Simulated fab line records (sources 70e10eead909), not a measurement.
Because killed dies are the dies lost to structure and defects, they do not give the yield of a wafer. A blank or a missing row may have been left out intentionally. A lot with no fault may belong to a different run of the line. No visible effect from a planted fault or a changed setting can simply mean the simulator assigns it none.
fab line records	flow nand_harc
record: lots: 24	wafers: 72	last_day: 33
route steps=1302 shown P_BONDPAD@375 A_SOURCE_PLATE@416 A_CHANNEL_HOLE_D1@467
lots that met no fault: taken from a fault-free run of the same line
start_h: hours from the record's first day to the start of the lot's first wafer shown	wait_h: hours since the lot's step before	" repeats the value in the row above	L1.1+2: a single row standing in for several wafers	- no value present, or no start provided	* or withheld: withheld	< > ~ a bound
route shown NAME@n: a module of which the file shows steps, and the number in the route of the first	usual: mean and standard deviation over wafers with no fault	same: alike in all rows	chamber/n: place in a boat	sites: the reading at each site	_std_site: the values' standard deviation	_edge_site: mean of outer sites minus mean of inner sites	radius_mm: how far each site lies from the wafer's centre	mask NAME#n: copy n	behind: the last tool/chamber to shape the wafer	hold: the reason the lot was held/the length of the hold in hours/how it ended	device: which transistor (n, p or np) failed to switch	end of line: tests run on the same wafers once the route is complete	where a step has no rows: the recipe by itself	killed: dies that structure and defects cost at the first sort, which is not the same as the wafer's yield	map: a wafer's dies, marking killed ones x, the rest . and places with no die _
set.NAME: the run value of the setting; set.NAME@STEP: its run value at that earlier step	model.NAME: the simulator's own value behind a step, which no gauge read
a sample of lots followed through the steps of the route, with each step as a table and each wafer as a row
services: a tool's chamber out of use, with start hour (start_h, from the record's first day; less than 0 if before it), hours out, and reason
== steps ==
step: NHARC_P_BONDPAD_PRE_CLEAN_26
recipe: time_s: 30	temp_c: 280	gas: H2/He
usual: heater_power_w: 411/55
same: time_s: 30
lot.wafer	tool	chamber	start_h	wait_h	heater_power_w
L074.3	pvd_sputter-01	-	-	-	337
L074.4	"	-	"	"	505
L074.6	"	-	"	"	350
L075.3	pvd_sputter-02	-	-	-	321
L075.4	"	-	"	"	377
L075.5	"	-	"	"	315
L076.4	pvd_sputter-02	-	-	-	427
L076.5	"	-	"	"	425
L076.6	"	-	"	"	316
L077.4	pvd_sputter-02	-	-	-	423
L077.2	"	-	"	"	367
L077.1	"	-	"	"	340
L078.2	pvd_sputter-02	-	-	-	423
L078.4	"	-	"	"	344
L078.6	"	-	"	"	416
L079.3	pvd_sputter-03	-	-	-	452
L079.1	"	-	"	"	458
L079.5	"	-	"	"	457
L080.4	pvd_sputter-01	-	-	-	502
L080.1	"	-	"	"	432
L080.5	"	-	"	"	489
L081.2	pvd_sputter-03	-	-	-	398
L081.4	"	-	"	"	444
L081.1	"	-	"	"	443
L082.1	pvd_sputter-02	-	-	-	412
L082.4	"	-	"	"	352
L082.6	"	-	"	"	324
L083.4	pvd_sputter-02	-	-	-	312
L083.1	"	-	"	"	338
L083.6	"	-	"	"	320
L084.1	pvd_sputter-02	-	-	-	430
L084.5	"	-	"	"	345
L084.6	"	-	"	"	423
L085.3	pvd_sputter-03	-	-	-	447
L085.1	"	-	"	"	398
L085.5	"	-	"	"	456
L086.3	pvd_sputter-02	-	-	-	351
L086.4	"	-	"	"	368
L086.6	"	-	"	"	344
L087.4	pvd_sputter-03	-	-	-	463
L087.2	"	-	"	"	444
L087.6	"	-	"	"	452
L089.2	pvd_sputter-01	-	-	-	438
L089.3	"	-	"	"	492
L089.5	"	-	"	"	430
L088.2	pvd_sputter-03	-	-	-	394
L088.5	"	-	"	"	451
L088.6	"	-	"	"	440
L090.2	pvd_sputter-01	-	-	-	348
L090.1	"	-	"	"	506
L090.6	"	-	"	"	495
L091.2	pvd_sputter-03	-	-	-	469
L091.3	"	-	"	"	438
L091.5	"	-	"	"	390
L092.4	pvd_sputter-03	-	-	-	446
L092.6	"	-	"	"	397
L092.5	"	-	"	"	451
L093.4	pvd_sputter-01	-	-	-	515
L093.5	"	-	"	"	360
L093.6	"	-	"	"	515
L094.1	pvd_sputter-01	-	-	-	350
L094.3	"	-	"	"	501
L094.4	"	-	"	"	446
L095.2	pvd_sputter-01	-	-	-	506
L095.1	"	-	"	"	450
L095.6	"	-	"	"	440
L096.2	pvd_sputter-01	-	-	-	364
L096.6	"	-	"	"	441
L096.5	"	-	"	"	364
L097.1	pvd_sputter-01	-	-	-	447
L097.2	"	-	"	"	364
L097.5	"	-	"	"	356
step: NHARC_P_BONDPAD_PVD_17
recipe: target_thk_a: 50	bias_v: 168.6	power_w: 15000	chamber_pressure_pa: 0.12	time_s: 8.06	substrate_temp_c: 50	material: TaN
usual: throttle_valve_pct: 29.6/1.2
same: time_s: 8.06
lot.wafer	tool	chamber	start_h	wait_h	throttle_valve_pct
L074.3	pvd_sputter-01	-	-	-	29.3
L074.4	"	-	"	"	30.3
L074.6	"	-	"	"	29.3
L075.3	pvd_sputter-02	-	-	-	29.1
L075.4	"	-	"	"	30.3
L075.5	"	-	"	"	28.9
L076.4	pvd_sputter-02	-	-	-	29.2
L076.6	"	-	"	"	29.6
L076.5	"	-	"	"	30.5
L077.1	pvd_sputter-02	-	-	-	29.5
L077.4	"	-	"	"	29.5
L077.2	"	-	"	"	30.8
L078.2	pvd_sputter-02	-	-	-	30.2
L078.4	"	-	"	"	29.6
L078.6	"	-	"	"	30.3
L079.1	pvd_sputter-03	-	-	-	27.3
L079.3	"	-	"	"	31.2
L079.5	"	-	"	"	30.3
L080.1	pvd_sputter-01	-	-	-	29.2
L080.4	"	-	"	"	30.2
L080.5	"	-	"	"	29.5
L081.4	pvd_sputter-03	-	-	-	30.9
L081.1	"	-	"	"	31.0
L081.2	"	-	"	"	30.3
L082.1	pvd_sputter-02	-	-	-	29.7
L082.4	"	-	"	"	29.1
L082.6	"	-	"	"	29.6
L083.1	pvd_sputter-02	-	-	-	30.6
L083.4	"	-	"	"	30.5
L083.6	"	-	"	"	29.3
L084.1	pvd_sputter-02	-	-	-	29.6
L084.6	"	-	"	"	30.7
L084.5	"	-	"	"	29.1
L085.1	pvd_sputter-03	-	-	-	27.3
L085.3	"	-	"	"	30.1
L085.5	"	-	"	"	27.6
L086.3	pvd_sputter-02	-	-	-	30.5
L086.4	"	-	"	"	30.8
L086.6	"	-	"	"	29.4
L087.4	pvd_sputter-03	-	-	-	30.2
L087.2	"	-	"	"	27.2
L087.6	"	-	"	"	27.1
L089.2	pvd_sputter-01	-	-	-	29.5
L089.3	"	-	"	"	27.2
L089.5	"	-	"	"	30.8
L088.2	pvd_sputter-03	-	-	-	30.1
L088.5	"	-	"	"	30.6
L088.6	"	-	"	"	31.2
L090.2	pvd_sputter-01	-	-	-	29.0
L090.1	"	-	"	"	30.2
L090.6	"	-	"	"	30.7
L091.2	pvd_sputter-03	-	-	-	31.0
L091.3	"	-	"	"	31.2
L091.5	"	-	"	"	30.9
L092.4	pvd_sputter-03	-	-	-	31.1
L092.6	"	-	"	"	27.3
L092.5	"	-	"	"	31.0
L093.4	pvd_sputter-01	-	-	-	27.3
L093.6	"	-	"	"	30.5
L093.5	"	-	"	"	29.0
L094.4	pvd_sputter-01	-	-	-	29.2
L094.3	"	-	"	"	30.6
L094.1	"	-	"	"	27.3
L095.2	pvd_sputter-01	-	-	-	30.3
L095.1	"	-	"	"	30.4
L095.6	"	-	"	"	30.2
L096.2	pvd_sputter-01	-	-	-	27.2
L096.6	"	-	"	"	30.1
L096.5	"	-	"	"	27.1
L097.2	pvd_sputter-01	-	-	-	27.0
L097.1	"	-	"	"	30.4
L097.5	"	-	"	"	30.3
step: NHARC_P_BONDPAD_THK_MEAS_20
recipe: thk_meas_gauge: xrf
usual: thk_nm: 161.2/1.3
lot.wafer	tool	chamber	start_h	wait_h	thk_nm
L074.3	film_metro-02	-	134.38	-	161.1
L074.4	"	-	"	"	161.9
L074.6	"	-	"	"	162.1
L075.3	film_metro-02	-	151.63	-	161.4
L075.4	"	-	"	"	162.1
L075.5	"	-	"	"	161.5
L076.4	film_metro-02	-	155.78	-	161.8
L076.5	"	-	"	"	162.6
L076.6	"	-	"	"	161.2
L077.1	film_metro-02	-	171.98	-	161.5
L077.2	"	-	"	"	162.2
L077.4	"	-	"	"	161.5
L078.2	film_metro-01	-	179.72	-	160.2
L078.4	"	-	"	"	159.8
L078.6	"	-	"	"	160.7
L079.1	film_metro-01	-	184.21	-	160.0
L079.3	"	-	"	"	160.9
L079.5	"	-	"	"	158.6
L080.1	film_metro-02	-	195.34	-	159.9
L080.4	"	-	"	"	161.0
L080.5	"	-	"	"	160.8
L081.1	film_metro-02	-	205.71	-	159.1
L081.2	"	-	"	"	162.6
L081.4	"	-	"	"	163.0
L082.1	film_metro-01	-	218.95	-	158.6
L082.4	"	-	"	"	161.0
L082.6	"	-	"	"	160.8
L083.1	film_metro-02	-	232.10	-	161.5
L083.4	"	-	"	"	161.0
L083.6	"	-	"	"	163.1
L084.1	film_metro-01	-	234.30	-	162.7
L084.5	"	-	"	"	162.9
L084.6	"	-	"	"	161.4
L085.1	film_metro-02	-	246.57	-	162.5
L085.3	"	-	"	"	161.9
L085.5	"	-	"	"	159.1
L086.3	film_metro-02	-	252.87	-	161.1
L086.4	"	-	"	"	161.7
L086.6	"	-	"	"	163.7
L087.2	film_metro-01	-	264.19	-	161.5
L087.4	"	-	"	"	160.6
L087.6	"	-	"	"	162.5
L089.2	film_metro-01	-	283.99	-	163.8
L089.3	"	-	"	"	160.8
L089.5	"	-	"	"	161.3
L088.2	film_metro-01	-	284.17	-	159.7
L088.5	"	-	"	"	163.1
L088.6	"	-	"	"	161.7
L090.1	film_metro-01	-	296.01	-	160.8
L090.2	"	-	"	"	159.1
L090.6	"	-	"	"	158.3
L091.2	film_metro-02	-	307.32	-	162.6
L091.3	"	-	"	"	158.4
L091.5	"	-	"	"	161.1
L092.4	film_metro-02	-	321.96	-	160.4
L092.5	"	-	"	"	161.8
L092.6	"	-	"	"	161.1
L093.4	film_metro-02	-	330.86	-	160.5
L093.5	"	-	"	"	157.8
L093.6	"	-	"	"	161.1
L094.1	film_metro-02	-	332.20	-	161.6
L094.3	"	-	"	"	160.4
L094.4	"	-	"	"	161.9
L095.1	film_metro-01	-	350.20	-	161.1
L095.2	"	-	"	"	159.7
L095.6	"	-	"	"	162.2
L096.2	film_metro-01	-	355.34	-	162.4
L096.5	"	-	"	"	161.4
L096.6	"	-	"	"	161.0
L097.1	film_metro-01	-	365.03	-	160.2
L097.2	"	-	"	"	160.9
L097.5	"	-	"	"	161.8
step: NHARC_A_SOURCE_PLATE_THK_MEAS_09
recipe: thk_meas_gauge: ellipsometry
usual: thk_nm: 9.7/1
lot.wafer	tool	chamber	start_h	wait_h	thk_nm
L074.3	film_metro-02	-	144.57	0.4	9.5
L074.4	"	-	"	"	10.1
L074.6	"	-	"	"	10.7
L075.3	film_metro-01	-	161.99	0.4	10.5
L075.4	"	-	"	"	10.2
L075.5	"	-	"	"	6.9
L076.4	film_metro-02	-	166.89	0.4	9.2
L076.5	"	-	"	"	10.2
L076.6	"	-	"	"	9.8
L077.1	film_metro-01	-	182.28	0.4	8.8
L077.2	"	-	"	"	9.5
L077.4	"	-	"	"	9.4
L078.2	film_metro-02	-	191.22	0.4	8.9
L078.4	"	-	"	"	8.6
L078.6	"	-	"	"	9.6
L079.1	film_metro-02	-	194.95	0.4	9.0
L079.3	"	-	"	"	10.1
L079.5	"	-	"	"	8.4
L080.1	film_metro-02	-	205.30	0.4	13.5
L080.4	"	-	"	"	8.8
L080.5	"	-	"	"	10.8
L081.1	film_metro-01	-	216.46	0.4	8.0
L081.2	"	-	"	"	10.2
L081.4	"	-	"	"	7.2
L082.1	film_metro-01	-	232.44	0.4	11.3
L082.4	"	-	"	"	8.4
L082.6	"	-	"	"	9.5
L083.1	film_metro-01	-	242.41	0.4	10.9
L083.4	"	-	"	"	10.4
L083.6	"	-	"	"	9.2
L084.1	film_metro-02	-	242.41	0.4	9.0
L084.5	"	-	"	"	10.0
L084.6	"	-	"	"	10.8
L085.1	film_metro-02	-	256.24	0.4	11.2
L085.3	"	-	"	"	7.4
L085.5	"	-	"	"	9.1
L086.3	film_metro-02	-	262.62	0.4	11.3
L086.4	"	-	"	"	9.1
L086.6	"	-	"	"	10.8
L087.2	film_metro-01	-	275.90	0.4	10.7
L087.4	"	-	"	"	10.0
L087.6	"	-	"	"	10.0
L088.2	film_metro-01	-	294.34	0.4	10.7
L088.5	"	-	"	"	9.6
L088.6	"	-	"	"	9.9
L089.2	film_metro-02	-	294.34	0.4	9.4
L089.3	"	-	"	"	9.0
L089.5	"	-	"	"	11.4
L090.1	film_metro-02	-	306.79	0.4	9.2
L090.2	"	-	"	"	9.0
L090.6	"	-	"	"	10.7
L091.2	film_metro-02	-	317.24	0.4	9.9
L091.3	"	-	"	"	8.8
L091.5	"	-	"	"	10.9
L092.4	film_metro-02	-	332.09	0.4	10.1
L092.5	"	-	"	"	10.6
L092.6	"	-	"	"	10.3
L093.4	film_metro-01	-	340.88	0.4	9.7
L093.5	"	-	"	"	8.7
L093.6	"	-	"	"	10.4
L094.1	film_metro-02	-	340.89	0.4	9.0
L094.3	"	-	"	"	10.3
L094.4	"	-	"	"	10.0
L095.1	film_metro-02	-	359.85	0.4	9.0
L095.2	"	-	"	"	7.8
L095.6	"	-	"	"	9.3
L096.2	film_metro-02	-	366.43	0.4	11.2
L096.5	"	-	"	"	9.6
L096.6	"	-	"	"	8.9
L097.1	film_metro-01	-	375.21	0.4	10.0
L097.2	"	-	"	"	10.4
L097.5	"	-	"	"	9.3
step: NHARC_A_SOURCE_PLATE_INSPECT_08
usual: raw_defect_count: 61/27
lot.wafer	tool	chamber	start_h	wait_h	raw_defect_count
L074.3	defect_inspect-02	-	157.82	0.0	58
L074.4	"	-	"	"	51
L074.6	"	-	"	"	60
L075.3	defect_inspect-01	-	175.18	0.0	53
L075.4	"	-	"	"	34
L075.5	"	-	"	"	52
L076.4	defect_inspect-02	-	179.44	0.0	46
L076.5	"	-	"	"	93
L076.6	"	-	"	"	38
L077.1	defect_inspect-02	-	195.83	0.0	71
L077.2	"	-	"	"	118
L077.4	"	-	"	"	95
L078.2	defect_inspect-01	-	204.30	0.0	41
L078.4	"	-	"	"	39
L078.6	"	-	"	"	82
L079.1	defect_inspect-01	-	208.03	0.0	48
L079.3	"	-	"	"	81
L079.5	"	-	"	"	53
L080.1	defect_inspect-02	-	217.85	0.0	29
L080.4	"	-	"	"	40
L080.5	"	-	"	"	65
L081.1	defect_inspect-01	-	233.05	0.0	55
L081.2	"	-	"	"	86
L081.4	"	-	"	"	105
L082.1	defect_inspect-01	-	246.05	0.0	35
L082.4	"	-	"	"	40
L082.6	"	-	"	"	30
L084.1	defect_inspect-02	-	259.16	0.0	43
L084.5	"	-	"	"	48
L084.6	"	-	"	"	56
L083.1	defect_inspect-01	-	259.21	0.0	75
L083.4	"	-	"	"	59
L083.6	"	-	"	"	69
L085.1	defect_inspect-01	-	271.58	0.0	45
L085.3	"	-	"	"	53
L085.5	"	-	"	"	95
L086.3	defect_inspect-02	-	276.14	0.0	98
L086.4	"	-	"	"	48
L086.6	"	-	"	"	65
L087.2	defect_inspect-01	-	289.59	0.0	45
L087.4	"	-	"	"	25
L087.6	"	-	"	"	51
L088.2	defect_inspect-02	-	307.89	0.0	60
L088.5	"	-	"	"	64
L088.6	"	-	"	"	36
L089.2	defect_inspect-01	-	307.89	0.0	74
L089.3	"	-	"	"	90
L089.5	"	-	"	"	67
L090.1	defect_inspect-01	-	321.61	0.0	50
L090.2	"	-	"	"	44
L090.6	"	-	"	"	80
L091.2	defect_inspect-01	-	329.81	0.0	65
L091.3	"	-	"	"	39
L091.5	"	-	"	"	37
L092.4	defect_inspect-02	-	346.50	0.0	69
L092.5	"	-	"	"	28
L092.6	"	-	"	"	50
L094.1	defect_inspect-02	-	353.35	0.0	84
L094.3	"	-	"	"	64
L094.4	"	-	"	"	124
L093.4	defect_inspect-01	-	353.35	0.0	57
L093.5	"	-	"	"	42
L093.6	"	-	"	"	41
L095.1	defect_inspect-02	-	372.95	0.0	77
L095.2	"	-	"	"	174
L095.6	"	-	"	"	111
L096.2	defect_inspect-02	-	379.59	0.0	24
L096.5	"	-	"	"	43
L096.6	"	-	"	"	47
L097.1	defect_inspect-01	-	390.43	0.0	73
L097.2	"	-	"	"	86
L097.5	"	-	"	"	38
step: NHARC_A_CHANNEL_HOLE_D1_ETCH_39
recipe: target_depth_a: 2600	over_etch_frac: 0.3	time_s: 325	ion_energy_ev: 200	n2_flow_sccm: 150	h2_flow_sccm: 150	ar_flow_sccm: 0	rf_w: 400	bias_w: 150	chemistry: N2/H2
usual: drypump_motor_current_A: 6.0/0.35	oes_product_au: 0.999/0.0076	rf_fwd_power_W: 399.0/1.3	rf_vpp_V: 430.4/2.5	showerhead_plenum_p_Torr: 2.04/0.088	throttle_valve_pct: 14.172/0.0085
same: time_s: 325
lot.wafer	tool	chamber	start_h	wait_h	drypump_motor_current_A	oes_product_au	rf_fwd_power_W	rf_hours_counter_h	rf_vpp_V	showerhead_plenum_p_Torr	throttle_valve_pct
L074.3	rie_diel-12	2	-	-	6.3	0.996	396.8	7	426.8	1.90	14.175
L074.6	"	2	"	"	6.3	0.999	396.8	-	427.3	1.90	14.175
L074.4	"	3	"	"	6.5	0.997	400.4	-	432.3	2.06	14.171
L075.3	rie_diel-12	0	-	-	6.2	1.010	398.9	9	432.1	2.15	14.173
L075.4	"	3	"	"	6.5	1.013	397.6	8	432.1	2.06	14.177
L075.5	"	1	"	"	5.7	0.996	399.6	-	429.6	2.01	14.167
L076.4	rie_diel-07	2	-	-	5.6	0.986	400.3	21	429.5	2.05	14.167
L076.5	"	3	"	"	6.0	0.992	400.3	-	433.8	2.11	14.172
L076.6	"	0	"	"	5.8	0.987	399.3	-	434.5	2.15	14.160
L077.1	rie_diel-12	0	-	-	6.3	0.996	400.1	11	433.1	2.15	14.172
L077.2	"	1	"	"	5.7	1.005	398.7	9	428.2	2.00	14.161
L077.4	"	2	"	"	6.3	1.003	398.9	10	427.1	1.90	14.162
L078.4	rie_diel-12	1	-	-	5.7	1.008	397.4	10	428.9	2.01	14.184
L078.2	"	0	"	"	6.2	1.001	397.9	12	433.4	2.15	14.165
L078.6	"	2	"	"	6.3	0.997	400.8	-	426.6	1.90	14.175
L079.1	rie_diel-07	1	-	-	5.5	1.008	397.8	31	430.5	2.02	14.187
L079.3	"	2	"	"	5.6	0.985	401.0	32	429.0	2.05	14.190
L079.5	"	2	"	"	5.6	0.989	401.8	-	430.2	2.05	14.177
L080.1	rie_diel-07	3	-	-	6.0	0.989	400.7	36	432.1	2.10	14.173
L080.4	"	1	"	"	5.5	1.001	400.3	35	427.9	2.02	14.170
L080.5	"	3	"	"	6.0	0.992	399.0	-	431.4	2.10	14.182
L081.4	rie_diel-12	1	-	-	5.7	0.995	399.5	12	429.3	2.00	14.166
L081.2	"	2	"	"	6.3	0.992	398.9	13	426.8	1.90	14.177
L081.1	"	0	"	"	6.2	0.988	396.1	14	432.8	2.15	14.161
L082.1	rie_diel-12	1	-	-	5.7	1.008	400.2	14	429.2	2.00	14.181
L082.4	"	2	"	"	6.4	0.998	398.7	14	426.6	1.90	14.179
L082.6	"	1	"	"	5.7	0.995	399.6	-	429.2	2.00	14.167
L084.1	rie_diel-08	1	-	-	6.0	1.002	400.0	27	426.5	1.90	14.167
L084.5	"	1	"	"	6.0	0.990	397.3	-	426.4	1.90	14.177
L084.6	"	2	"	"	5.5	1.013	397.7	-	429.6	1.97	14.159
L083.1	rie_diel-08	1	-	-	6.0	1.002	397.6	27	427.7	1.90	14.147
L083.4	"	2	"	"	5.4	1.004	398.8	26	428.3	1.97	14.153
L083.6	"	3	"	"	5.7	0.987	399.8	-	429.9	2.01	14.149
L085.3	rie_diel-12	2	-	-	6.3	1.000	397.2	0	427.1	1.90	14.176
L085.1	"	3	"	"	6.5	0.998	399.5	0	432.8	2.06	14.168
L085.5	"	1	"	"	5.7	1.004	399.4	-	429.4	2.00	14.179
L086.4	rie_diel-12	3	-	-	6.5	1.001	401.2	2	431.9	2.06	14.157
L086.3	"	0	"	"	6.2	0.995	397.0	2	433.6	2.15	14.160
L086.6	"	0	"	"	6.3	1.005	398.6	-	433.5	2.15	14.173
L087.4	rie_diel-07	3	-	-	6.0	1.010	397.8	2	431.6	2.10	14.174
L087.2	"	0	"	"	5.8	0.996	399.4	2	434.0	2.14	14.187
L087.6	"	3	"	"	6.0	1.001	400.0	-	432.3	2.10	14.178
L089.2	rie_diel-12	0	-	-	6.2	1.011	399.0	4	432.9	2.15	14.172
L089.3	"	3	"	"	6.5	1.000	400.4	4	429.9	2.05	14.174
L089.5	"	1	"	"	5.7	1.021	397.5	-	430.1	2.00	14.164
L088.2	rie_diel-07	1	-	-	5.5	0.991	398.1	7	428.7	2.01	14.154
L088.6	"	2	"	"	5.6	0.990	399.0	-	431.1	2.04	14.180
L088.5	"	3	"	"	6.0	1.001	398.4	-	432.3	2.09	14.166
L090.2	rie_diel-12	1	-	-	5.7	1.005	400.1	5	428.4	2.00	14.164
L090.1	"	2	"	"	6.3	0.986	397.8	5	427.3	1.90	14.166
L090.6	"	0	"	"	6.2	0.995	399.7	-	433.2	2.15	14.171
L091.3	rie_diel-12	2	-	-	6.3	0.995	399.7	6	425.8	1.90	14.161
L091.2	"	0	"	"	6.2	0.986	400.0	7	434.5	2.15	14.168
L091.5	"	2	"	"	6.3	0.997	397.8	-	427.3	1.90	14.173
L092.4	rie_diel-12	0	-	-	6.2	0.987	396.8	8	432.9	2.15	14.176
L092.6	"	1	"	"	5.7	0.989	399.5	-	430.2	2.00	14.175
L092.5	"	2	"	"	6.3	0.976	397.9	-	426.1	1.90	14.170
L093.4	rie_diel-07	2	-	-	5.6	0.984	399.9	20	430.3	2.03	14.159
L093.5	"	2	"	"	5.6	0.993	399.5	-	429.6	2.03	14.169
L093.6	"	3	"	"	6.0	1.003	400.6	-	431.8	2.09	14.182
L094.3	rie_diel-12	2	-	-	6.3	0.990	397.9	8	426.9	1.90	14.175
L094.1	"	3	"	"	6.5	0.994	402.4	8	430.0	2.05	14.178
L094.4	"	0	"	"	6.2	1.002	396.9	9	432.3	2.15	14.171
L095.2	rie_diel-12	2	-	-	6.3	0.995	400.5	10	426.8	1.90	14.160
L095.1	"	0	"	"	6.3	0.989	398.4	10	432.5	2.15	14.180
L095.6	"	1	"	"	5.7	1.002	398.9	-	428.9	2.00	14.171
L096.2	rie_diel-08	0	-	-	5.3	1.003	398.6	7	434.1	2.17	14.163
L096.6	"	3	"	"	5.7	0.996	402.0	-	429.5	1.99	14.178
L096.5	"	0	"	"	5.3	1.008	400.9	-	434.5	2.17	14.169
L097.2	rie_diel-12	0	-	-	6.2	1.000	400.4	12	432.6	2.14	14.168
L097.1	"	1	"	"	5.7	0.998	397.9	12	429.2	2.00	14.169
L097.5	"	1	"	"	5.7	1.001	397.4	-	429.9	2.00	14.171
== services ==
tool	chamber	start_h	hours	kind
rie_diel-07	3	113.06	3.9	repair
rie_diel-07	-	117.56	9.0	pm
pvd_sputter-03	-	130.45	5.2	repair
pvd_sputter-02	-	155.54	1.2	repair
pvd_sputter-03	-	170.00	10.0	pm
rie_diel-12	1	173.94	7.1	repair
pvd_sputter-01	-	181.12	5.5	repair
rie_diel-07	1	189.88	3.8	repair
pvd_sputter-01	-	210.73	6.8	repair
pvd_sputter-01	-	226.03	10.0	pm
rie_diel-12	2	255.51	5.7	repair
rie_diel-07	3	261.24	14.4	repair
rie_diel-12	-	268.43	9.0	pm
pvd_sputter-02	-	276.73	14.3	repair
rie_diel-12	1	300.33	3.0	repair
pvd_sputter-02	-	326.31	6.0	repair
pvd_sputter-03	-	330.39	1.0	repair
rie_diel-12	3	334.15	5.4	repair
pvd_sputter-01	-	336.91	1.9	repair
pvd_sputter-03	-	348.02	10.0	pm
pvd_sputter-01	-	389.86	1.5	repair
pvd_sputter-03	-	391.75	1.4	repair
pvd_sputter-01	-	404.03	10.0	pm
pvd_sputter-03	-	404.74	0.5	repair
== key ==
fault none
